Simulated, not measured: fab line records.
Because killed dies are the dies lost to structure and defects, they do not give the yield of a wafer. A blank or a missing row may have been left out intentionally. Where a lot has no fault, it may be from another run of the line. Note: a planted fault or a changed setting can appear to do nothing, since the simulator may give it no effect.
Chamber matching + flow n5_finfet + 4 sister chambers for N5_BEOL_M9_STRIP_19 on rie_diel-01
The step strips in O2. 4 wafers are shown with their chamber, then 10 later ones without.

== EACH WAFER AND ITS CHAMBER ==
| wafer  | chamber | drypump_motor_current_A (A) |
|--------|---------|-----------------------------|
| L082.3 | 3       | 5.3                         |
| L091.1 | 2       | 5.3                         |
| L091.2 | 1       | 5.5                         |
| L090.5 | 0       | 6.7                         |

== WAFERS WITHOUT THEIR CHAMBER ==
| wafer  | drypump_motor_current_A (A) |
|--------|-----------------------------|
| L090.6 | 5.2                         |
| L092.2 | 6.7                         |
| L092.3 | 5.5                         |
| L092.4 | 5.3                         |
| L094.2 | 6.7                         |
| L094.3 | 5.3                         |
| L094.5 | 6.7                         |
| L096.2 | 5.2                         |
| L096.3 | 6.7                         |
| L096.6 | 6.7                         |

== THE CHAMBER EACH PASSED THROUGH ==
| wafer  | from the rows above     | in truth |
|--------|-------------------------|----------|
| L090.6 | can't be placed: 2 or 3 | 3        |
| L092.2 | 0                       | 0        |
| L092.3 | 1                       | 1        |
| L092.4 | can't be placed: 2 or 3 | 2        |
| L094.2 | 0                       | 0        |
| L094.3 | can't be placed: 2 or 3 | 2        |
| L094.5 | 0                       | 0        |
| L096.2 | can't be placed: 2 or 3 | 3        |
| L096.3 | 0                       | 0        |
| L096.6 | 0                       | 0        |
Placed correctly: 6 of 10. From these rows, 4 cannot be placed; in 4 the true chamber is one of the candidates. Wrongly placed: 0.
How it was worked out, from the rows above alone: a wafer's distance from a chamber is the root of the sum, over the readings, of the square of ((its reading less the chamber's mean) divided by the reading's scatter). If the next closest chamber is less than 2 further off than the closest, the wafer can't be placed; otherwise it belongs to the closest. The mean given for a chamber averages the wafers shown for that chamber. The scatter: with one shown wafer a chamber, the root of the mean of the squares of how far each hidden wafer lies from its nearest shown one.
